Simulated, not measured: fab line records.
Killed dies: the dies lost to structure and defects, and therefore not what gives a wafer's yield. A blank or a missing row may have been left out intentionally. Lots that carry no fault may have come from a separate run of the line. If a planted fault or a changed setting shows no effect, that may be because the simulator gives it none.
Chamber matching + flow nand harc + NHARC_P_STI_DESCUM_14 on rie diel-05: 4 sister chambers
The step chemistry O2, time 3 s. 4 wafers are shown with their chamber, then 8 later ones without.

== WAFERS PAIRED WITH THEIR CHAMBERS ==
| wafer  | chamber | drypump motor current A (A) |
|--------|---------|-----------------------------|
| L081.4 | 1       | 4.8                         |
| L082.1 | 2       | 6.3                         |
| L082.5 | 0       | 5.9                         |
| L087.1 | 3       | 4.9                         |

== WAFERS WITHOUT THEIR CHAMBER ==
| wafer  | drypump motor current A (A) |
|--------|-----------------------------|
| L087.2 | 4.8                         |
| L087.4 | 5.9                         |
| L089.2 | 5.9                         |
| L089.4 | 4.8                         |
| L089.6 | 6.2                         |
| L095.2 | 6.3                         |
| L095.4 | 5.9                         |
| L095.6 | 4.9                         |

== THE CHAMBER EACH PASSED THROUGH ==
| wafer  | from the rows above | in truth |
|--------|---------------------|----------|
| L087.2 | 1                   | 1        |
| L087.4 | 0                   | 0        |
| L089.2 | 0                   | 0        |
| L089.4 | 1                   | 1        |
| L089.6 | 2                   | 2        |
| L095.2 | 2                   | 2        |
| L095.4 | 0                   | 0        |
| L095.6 | 3                   | 3        |
Correct placement for 8 of the 8. Left unplaced by these rows: 0. Wrongly placed: 0.
How it was worked out, from the rows above alone: a wafer's distance from a chamber is the root of the sum, over the readings, of the square of ((its reading less the chamber's mean) divided by the reading's scatter). If the next closest chamber is less than 2 further off than the closest, the wafer can't be placed; otherwise it belongs to the closest. The mean given for a chamber averages the wafers shown for that chamber. The scatter: root of mean squared gap, hidden wafer to nearest shown wafer, with one shown wafer a chamber.
